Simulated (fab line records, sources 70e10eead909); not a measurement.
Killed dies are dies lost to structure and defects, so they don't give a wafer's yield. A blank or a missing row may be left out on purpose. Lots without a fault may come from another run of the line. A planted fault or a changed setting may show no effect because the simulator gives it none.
fab line records | flow nand_harc
record lots=13 wafers=39 last_day=33
route steps=1302 shown A_CONTACT@986 END@1302
lots that met no fault: from a run of the same line without faults
start_h: hours from the record's first day to the start of the lot's first wafer shown | wait_h: hours since the lot's step before | " the same as in the row above | L1.1+2: a row that stands for several wafers | - no value, or no start given | * or withheld: withheld | < > ~ a bound
route shown NAME@n: a module of which the file shows steps, and the number in the route of the first | usual: mean/standard deviation of fault-free wafers | same: alike in all rows | chamber/n: place in a boat | sites: the reading at each site | _std_site: their standard deviation | _edge_site: outer sites' mean less inner sites' | radius_mm: how far each site lies from the wafer's centre | mask NAME#n: copy n | behind: the tool/chamber that last shaped the wafer | hold: why the lot was held/for how many hours/how that ended | device: the transistor (n, p or np) that didn't switch | end of line: the same wafers' tests at the end of the route | a step without rows: its recipe alone | killed: dies lost to structure and defects at the first sort, not the wafer's yield | map: a wafer's dies, x killed, . not, _ none there
set.NAME: the setting as run; set.NAME@STEP: as run at that earlier step | model.NAME: the simulator's own value behind a step, which no gauge read
steps of the route over a sample of lots; a table a step, a row a wafer
services: from which hour (start_h, from the record's first day; less than 0 if before it) a tool's chamber was out of use, for how many hours, and why
## steps
# step NHARC_A_CONTACT_DEP_29
# recipe target_thk_a=1000 target_thk_nm=100 temp_c=400 pressure_torr=3.5 flow_sccm=200 rf_w=350 material=SiON
# usual heater_power_w=740/120
# columns lot.wafer tool chamber start_h wait_h heater_power_w
L617.1 pecvd-02 1 507.70 3.6 837
L617.4 " 1 " " 864
L617.6 " 0 " " 518
L618.3 pecvd-02 1 507.87 2.2 773
L618.1 " 2 " " 929
L618.6 " 1 " " 758
L615.3 pecvd-02 2 508.10 2.3 902
L615.6 " 0 " " 488
L615.5 " 1 " " 767
L619.3 pecvd-03 0 535.29 2.1 800
L619.4 " 0 " " 797
L619.5 " 2 " " 710
L625.1 pecvd-01 1 598.11 3.5 748
L625.2 " 0 " " 773
L625.5 " 1 " " 711
L628.2 pecvd-01 1 607.47 2.9 774
L628.4 " 2 " " 734
L628.5 " 0 " " 866
L632.1 pecvd-02 0 662.10 3.6 597
L632.6 " 2 " " 747
L632.5 " 0 " " 600
L635.2 pecvd-02 0 685.12 2.9 563
L635.3 " 0 " " 570
L635.6 " 2 " " 895
L633.3 pecvd-03 0 685.38 2.2 874
L633.2 " 1 " " 537
L633.4 " 0 " " 855
L634.1 pecvd-02 1 690.71 3.6 688
L634.4 " 1 " " 684
L634.6 " 2 " " 772
L636.1 pecvd-03 1 710.06 3.6 634
L636.2 " 2 " " 772
L636.4 " 2 " " 785
L637.2 pecvd-01 1 711.22 2.9 755
L637.1 " 2 " " 849
L637.6 " 2 " " 853
L638.1 pecvd-01 1 719.67 3.6 747
L638.2 " 2 " " 691
L638.5 " 2 " " 689
# step NHARC_A_CONTACT_CD_MEAS_42
# recipe target_cd_nm=300 landing_energy_ev=500
# usual cd_nm=300.0/0.62
# columns lot.wafer tool chamber start_h wait_h cd_nm
L617.1 cd_sem-01 0 508.42 - 300.1
L617.4 " 0 " " 300.7
L617.6 " 0 " " 300.1
L618.1 cd_sem-01 0 508.59 - 301.1
L618.3 " 0 " " 300.3
L618.6 " 0 " " 300.8
L615.3 cd_sem-01 0 508.77 - 300.2
L615.5 " 0 " " 299.1
L615.6 " 0 " " 299.7
L619.3 cd_sem-03 0 536.01 - 300.8
L619.4 " 0 " " 300.8
L619.5 " 0 " " 299.9
L625.1 cd_sem-01 0 598.83 - 300.6
L625.2 " 0 " " 299.6
L625.5 " 0 " " 300.0
L628.2 cd_sem-01 0 608.14 - 300.5
L628.4 " 0 " " 300.1
L628.5 " 0 " " 300.0
L632.1 cd_sem-01 0 662.74 - 299.4
L632.5 " 0 " " 300.1
L632.6 " 0 " " 299.9
L635.2 cd_sem-02 0 685.93 - 299.7
L635.3 " 0 " " 300.3
L635.6 " 0 " " 299.9
L633.2 cd_sem-03 0 686.08 - 300.5
L633.3 " 0 " " 299.7
L633.4 " 0 " " 300.0
L634.1 cd_sem-01 0 691.40 - 300.9
L634.4 " 0 " " 300.2
L634.6 " 0 " " 300.7
L636.1 cd_sem-03 0 710.65 - 299.5
L636.2 " 0 " " 299.5
L636.4 " 0 " " 300.6
L637.1 cd_sem-03 0 711.94 - 298.9
L637.2 " 0 " " 298.9
L637.6 " 0 " " 299.8
L638.1 cd_sem-02 0 720.39 - 299.8
L638.2 " 0 " " 300.0
L638.5 " 0 " " 300.3
# step NHARC_A_CONTACT_INSPECT_44
# usual raw_defect_count=71/40
# columns lot.wafer tool chamber start_h wait_h raw_defect_count
L617.1 defect_inspect-02 - 508.55 0.0 64
L617.4 " - " " 60
L617.6 " - " " 68
L618.1 defect_inspect-01 - 508.72 0.0 64
L618.3 " - " " 58
L618.6 " - " " 66
L615.3 defect_inspect-02 - 508.89 0.0 17
L615.5 " - " " 29
L615.6 " - " " 31
L619.3 defect_inspect-01 - 536.13 0.0 110
L619.4 " - " " 116
L619.5 " - " " 108
L625.1 defect_inspect-02 - 598.96 0.0 753
L625.2 " - " " 772
L625.5 " - " " 707
L628.2 defect_inspect-01 - 608.26 0.0 648
L628.4 " - " " 642
L628.5 " - " " 736
L632.1 defect_inspect-01 - 662.88 0.1 40
L632.5 " - " " 37
L632.6 " - " " 38
L635.2 defect_inspect-02 - 686.05 0.0 106
L635.3 " - " " 104
L635.6 " - " " 131
L633.2 defect_inspect-01 - 686.21 0.0 24
L633.3 " - " " 39
L633.4 " - " " 29
L634.1 defect_inspect-01 - 691.53 0.0 30
L634.4 " - " " 32
L634.6 " - " " 31
L636.1 defect_inspect-02 - 710.77 0.0 65
L636.2 " - " " 69
L636.4 " - " " 57
L637.1 defect_inspect-01 - 712.06 0.0 91
L637.2 " - " " 86
L637.6 " - " " 72
L638.1 defect_inspect-02 - 720.52 0.0 56
L638.2 " - " " 61
L638.5 " - " " 70
# step NHARC_A_CONTACT_ETCH_112
# recipe source_w=withheld pressure_mtorr=20 bias_v=3000 time_s=190 target_depth_a=18500 ar_flow_sccm=withheld c4f8_flow_sccm=withheld o2_flow_sccm=withheld chemistry=C4F8/O2/Ar
# columns lot.wafer tool chamber start_h wait_h rf_hours_counter_h
L617.1 har_cap_etch-03 1 510.66 0.2 41
L617.4 " 1 " " -
L617.6 " 1 " " -
L618.1 har_cap_etch-02 0 511.02 0.2 82
L618.3 " 0 " " -
L618.6 " 1 " " -
L615.3 har_cap_etch-03 1 513.29 0.2 -
L615.5 " 1 " " -
L615.6 " 0 " " -
L619.3 har_cap_etch-03 1 538.36 0.2 -
L619.4 " 0 " " -
L619.5 " 1 " " -
L625.2 har_cap_etch-01 1 601.04 0.2 15
L625.1 " 0 " " 15
L625.5 " 0 " " -
L628.2 har_cap_etch-01 0 610.36 0.2 17
L628.4 " 1 " " -
L628.5 " 0 " " -
L632.1 har_cap_etch-01 0 664.95 0.2 28
L632.6 " 0 " " -
L632.5 " 1 " " -
L635.2 har_cap_etch-03 1 688.14 0.2 73
L635.3 " 0 " " -
L635.6 " 0 " " -
L633.2 har_cap_etch-02 0 688.29 0.2 114
L633.3 " 0 " " -
L633.4 " 1 " " -
L634.1 har_cap_etch-03 1 693.74 0.2 75
L634.4 " 0 " " -
L634.6 " 0 " " -
L636.2 har_cap_etch-03 1 712.87 0.2 79
L636.1 " 0 " " 79
L636.4 " 0 " " -
L637.2 har_cap_etch-01 0 714.15 0.2 36
L637.1 " 1 " " 36
L637.6 " 0 " " -
L638.2 har_cap_etch-03 0 722.60 0.2 82
L638.1 " 1 " " 82
L638.5 " 1 " " -
# step NHARC_A_CONTACT_ETCH_114
# recipe source_w=withheld pressure_mtorr=20 bias_v=3000 time_s=190 target_depth_a=18500 ar_flow_sccm=withheld c4f8_flow_sccm=withheld o2_flow_sccm=withheld chemistry=C4F8/O2/Ar
# columns lot.wafer tool chamber start_h wait_h rf_hours_counter_h
L617.1 har_cap_etch-03 1 511.00 0.1 41
L617.4 " 1 " " -
L617.6 " 1 " " -
L618.1 har_cap_etch-02 0 511.36 0.1 83
L618.3 " 0 " " -
L618.6 " 1 " " -
L615.3 har_cap_etch-03 1 513.63 0.1 -
L615.5 " 1 " " -
L615.6 " 0 " " -
L619.3 har_cap_etch-03 1 538.70 0.1 -
L619.4 " 0 " " -
L619.5 " 1 " " -
L625.2 har_cap_etch-01 1 601.38 0.1 15
L625.1 " 0 " " 15
L625.5 " 0 " " -
L628.2 har_cap_etch-01 0 610.70 0.1 18
L628.4 " 1 " " -
L628.5 " 0 " " -
L632.1 har_cap_etch-01 0 665.30 0.1 28
L632.6 " 0 " " -
L632.5 " 1 " " -
L635.2 har_cap_etch-03 1 688.48 0.1 73
L635.3 " 0 " " -
L635.6 " 0 " " -
L633.2 har_cap_etch-02 0 688.63 0.1 114
L633.3 " 0 " " -
L633.4 " 1 " " -
L634.1 har_cap_etch-03 1 694.19 0.2 76
L634.4 " 0 " " -
L634.6 " 0 " " -
L636.2 har_cap_etch-03 1 713.21 0.1 80
L636.1 " 0 " " 80
L636.4 " 0 " " -
L637.2 har_cap_etch-01 0 714.49 0.1 36
L637.1 " 1 " " 36
L637.6 " 0 " " -
L638.2 har_cap_etch-03 0 722.95 0.1 82
L638.1 " 1 " " 82
L638.5 " 1 " " -
# step NHARC_END_SORT_01
# recipe temp_c=25
# usual killed_at_array=46/16 killed_at_other=0.9/1.3 killed_at_periphery=4.1/3 killed_dies=51/17 killed_open=3.5/1.8 killed_short=2.5/1.8
# same gross_dies=677
# columns lot.wafer tool chamber start_h wait_h killed_at_array killed_at_other killed_at_periphery killed_dies killed_open killed_short
L625.1 prober-01 0 668.11 2.5 141 2 2 145 0 2
L625.2 prober-01 0 668.92 2.8 88 3 1 92 3 2
L625.5 prober-01 0 671.34 3.7 130 1 1 132 4 1
L628.2 prober-02 0 679.72 2.8 111 0 3 114 5 0
L628.4 prober-02 0 681.33 3.4 112 1 3 116 4 4
L628.5 prober-02 0 682.13 3.7 49 0 3 52 5 4
# killed by level:class
L625.1 A_CONTACT:unspecified=94 A_SLIT:chamber_film_flake=23 A_CHANNEL_HOLE_D1:chamber_film_flake=18 P_ZERO_WELL:chamber_film_flake=2 THIN_TSV:chamber_film_flake=2 A_CHANNEL_FILL_D1:geometric_particle:short=1 A_ONON_D2:geometric_particle:short=1 A_ZERO_WELL:chamber_film_flake=1
L625.2 A_SLIT:chamber_film_flake=30 A_CONTACT:unspecified=30 A_CHANNEL_HOLE_D1:chamber_film_flake=21 THIN_TSV:chamber_film_flake=3 A_CHANNEL_HOLE_D2:chamber_film_flake=2 P_STI:geometric_particle:short=1 A_ONON_D1:geometric_particle:open=1 A_CHANNEL_HOLE_D1:geometric_particle:open=1
L625.5 A_CONTACT:unspecified=80 A_SLIT:chamber_film_flake=24 A_CHANNEL_HOLE_D1:chamber_film_flake=17 A_STAIRCASE:chamber_film_flake=3 P_GATE:geometric_particle:open=1 A_CHANNEL_FILL_D1:geometric_particle:short=1 A_CHANNEL_FILL_D2:geometric_particle:open=1 A_WL_FILL:geometric_particle:open=1
L628.2 A_CONTACT:unspecified=86 A_CHANNEL_HOLE_D1:chamber_film_flake=13 A_CONTACT:chamber_film_flake=3 P_ZERO_WELL:chamber_film_flake=2 A_SLIT:chamber_film_flake=2 A_ONON_D1:geometric_particle:open=1 A_DECK1_JOINT:geometric_particle:open=1 A_ONON_D2:geometric_particle:open=1
L628.4 A_CONTACT:unspecified=89 A_CHANNEL_HOLE_D1:chamber_film_flake=8 A_STAIRCASE:chamber_film_flake=4 P_M1:chamber_film_flake=2 A_CONTACT:chamber_film_flake=2 A_ONON_D1:geometric_particle:open=1 A_ONON_D1:geometric_particle:short=1 A_CHANNEL_HOLE_D1:geometric_particle:open=1
L628.5 A_CONTACT:unspecified=27 A_CHANNEL_HOLE_D1:chamber_film_flake=7 A_CONTACT:chamber_film_flake=4 P_M0:geometric_particle:open=2 A_CHANNEL_FILL_D2:geometric_particle:short=2 A_STAIRCASE:chamber_film_flake=2 A_SLIT:chamber_film_flake=2 P_GATE:geometric_particle:open=1
## services
# columns tool chamber start_h hours kind
pecvd-01 - 492.18 13.0 pm
pecvd-01 0 492.18 13.0 vent_cycle
pecvd-01 1 492.18 13.0 vent_cycle
pecvd-01 2 492.18 13.0 vent_cycle
har_cap_etch-01 - 497.00 17.0 pm
har_cap_etch-01 0 497.00 17.0 vent_cycle
har_cap_etch-01 1 497.00 17.0 vent_cycle
pecvd-01 0 505.18 - clean
har_cap_etch-01 0 514.00 - clean
har_cap_etch-01 1 514.00 - clean
pecvd-03 - 547.59 13.0 pm
pecvd-02 - 589.14 13.0 pm
pecvd-02 0 589.14 13.0 vent_cycle
pecvd-02 1 589.14 13.0 vent_cycle
pecvd-02 2 589.14 13.0 vent_cycle
pecvd-02 0 602.14 - clean
pecvd-02 1 602.14 - clean
pecvd-02 2 602.14 - clean
har_cap_etch-02 - 651.24 0.8 repair
pecvd-02 1 656.52 32.0 repair
pecvd-03 - 665.23 0.6 repair
pecvd-01 - 673.33 13.0 pm
har_cap_etch-02 - 692.09 0.7 repair
pecvd-03 - 717.71 3.2 repair
## key
first_sign step=NHARC_A_CONTACT_INSPECT_44 reading=raw_defect_count direction=up sigmas=16 usual=71 struck=710
effect step=NHARC_END_SORT_01 reading=killed_at_array direction=up sigmas=3.6 usual=46 struck=105 wafers_moved=5
more_kills_born_at NHARC_A_CONTACT_DEP_29@pecvd-01=406
met_at NHARC_A_CONTACT_DEP_29
struck_lots L625,L628
tester_left_out L625,L628
not_acting_at NHARC_A_CONTACT_CD_MEAS_42,NHARC_A_CONTACT_ETCH_112,NHARC_A_CONTACT_ETCH_114
fault kind=chamber_particle_source tool=pecvd-01 chamber=- onset_h=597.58 steps=NHARC_A_CONTACT_DEP_29 rate_per_visit_cm2=0.99019 end_h=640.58
# tester_left_out: of these lots the tester's yield and bins aren't shown, on N5 and GAA mostly nor the transistor test; their killed dies are dies lost to structure and defects alone, not to doping, threshold or leakage, so they don't give the yield
